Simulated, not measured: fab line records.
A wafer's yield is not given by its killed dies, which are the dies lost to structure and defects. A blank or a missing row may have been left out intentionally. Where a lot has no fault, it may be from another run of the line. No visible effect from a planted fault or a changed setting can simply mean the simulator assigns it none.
Which tool was responsible? ; flow nand_harc ; Sampling: 6 lots, 18 wafers, 3 of 1159 route steps

WHAT THE GAUGES READ, wafer by wafer
NHARC_END_SORT_01.
lot;measured;on;killed_at_periphery
L811;day 19 10:56;prober-02;3 5 2
L812;day 20 11:10;prober-01;2 3 0
L814;day 20 02:28;prober-02;656 654 663
L822;day 22 13:58;prober-01;7 2 2
L825;day 23 10:20;prober-02;5 5 6
L832;day 25 03:26;prober-02;1 5 3

WHICH TOOL RAN EACH LOT (tool, then ch and the chambers of the sampled wafers, then the start)
lot;NHARC_P_GATE_DESCUM_13;NHARC_P_GATE_ETCH_104
L811;rie_diel-11 ch 0,1,2, day 4 17:15;rie_diel-11 ch 0,1, day 5 08:44
L812;rie_diel-11 ch 1,2,3, day 5 03:22;rie_diel-11 ch 1,2,3, day 5 17:41
L814;rie_diel-01 ch 0,3, day 5 10:35;rie_diel-11 ch 0,1,2, day 6 02:16
L822;rie_diel-01 ch 1,2,3, day 7 09:38;rie_diel-12 ch 1,2, day 7 23:49
L825;rie_diel-11 ch 0,1, day 8 03:59;rie_diel-11 ch 0,1,3, day 8 17:30
L832;rie_diel-11 ch 0,1,2, day 10 01:39;rie_diel-11 ch 0,3, day 10 17:07
- NHARC_P_GATE_DESCUM_13: chemistry O2, time 3 s.
- NHARC_P_GATE_ETCH_104: etches the open film in CF4/CHF3, target depth 60 nm.

THE ANSWER, worked out from the rows above alone
Rule: what is usual is taken from the lots themselves. Put in order of their means at a reading, lots are off if they are a third of the lots or fewer, leave a main group of 4 or more, and stand apart from it by a gap of 3 or more times the standard deviation of the main group's means; of several such gaps the widest counts. The tables above print the reading to a certain number of digits; a main group whose means all agree to those digits is not used. Also off: a lot with no number at a reading for which 4 or more lots have one. Any other lot the step has rows for is counted as sound.
Off: L814, at NHARC_END_SORT_01 (killed_at_periphery). The main group has a mean of 3.4 with a standard deviation of 1.2.
If a tool, at a process step before that reading, ran all the lots that are off and no sound lot after the first of them, it fits. Gauges at NHARC_END_SORT_01: tried the same way as those tools. Of those tried, none fits.

WHAT HAD BEEN PUT IN BY THE SIMULATOR
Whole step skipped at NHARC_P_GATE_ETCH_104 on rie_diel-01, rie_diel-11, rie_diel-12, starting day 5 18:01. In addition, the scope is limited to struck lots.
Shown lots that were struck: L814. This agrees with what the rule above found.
